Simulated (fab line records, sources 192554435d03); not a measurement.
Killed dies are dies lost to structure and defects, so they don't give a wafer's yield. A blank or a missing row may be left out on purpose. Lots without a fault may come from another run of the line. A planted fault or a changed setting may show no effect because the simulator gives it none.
Chamber matching | flow n5_finfet | N5_FIN_CUT_DESCUM_13 on rie_diel-04: 4 sister chambers
The step chemistry O2, time 7 s. 8 wafers are shown with their chamber, then 7 later ones without.

WAFERS WITH THEIR CHAMBER
wafer  | chamber | drypump_motor_current_A (A) | showerhead_plenum_p_Torr (Torr)
L079.2 | 3       | 4.9                         | 2.08
L079.6 | 1       | 5.6                         | 2.12
L080.3 | 2       | 6.5                         | 1.99
L083.2 | 0       | 6.1                         | 2.09
L083.5 | 3       | 5.0                         | 2.08
L083.6 | 0       | 6.1                         | 2.09
L086.1 | 2       | 6.5                         | 1.98
L086.5 | 1       | 5.5                         | 2.11

WAFERS WITHOUT THEIR CHAMBER
wafer  | drypump_motor_current_A (A) | showerhead_plenum_p_Torr (Torr)
L086.6 | 6.2                         | 2.09
L093.1 | 5.0                         | 2.08
L093.4 | 5.6                         | 2.11
L093.5 | 6.5                         | 1.98
L095.2 | 5.5                         | 2.11
L095.3 | 6.5                         | 1.98
L095.4 | 5.0                         | 2.08

WHICH CHAMBER EACH WENT THROUGH
wafer  | from the rows above | in truth
L086.6 | 0                   | 0
L093.1 | 3                   | 3
L093.4 | 1                   | 1
L093.5 | 2                   | 2
L095.2 | 1                   | 1
L095.3 | 2                   | 2
L095.4 | 3                   | 3
Placed correctly: 7 of 7. Can't be placed from these rows: 0. Placed wrongly: 0.
How it was worked out, from the rows above alone: a wafer's distance from a chamber is the root of the sum, over the readings, of the square of ((its reading less the chamber's mean) divided by the reading's scatter). The wafer belongs to the nearest chamber; if the next one is less than 2 further off, it can't be placed. A chamber's mean is the mean of its shown wafers. The scatter: the root of (the sum of the squares of (reading less its chamber's mean) over the shown wafers, divided by (wafers less chambers)).
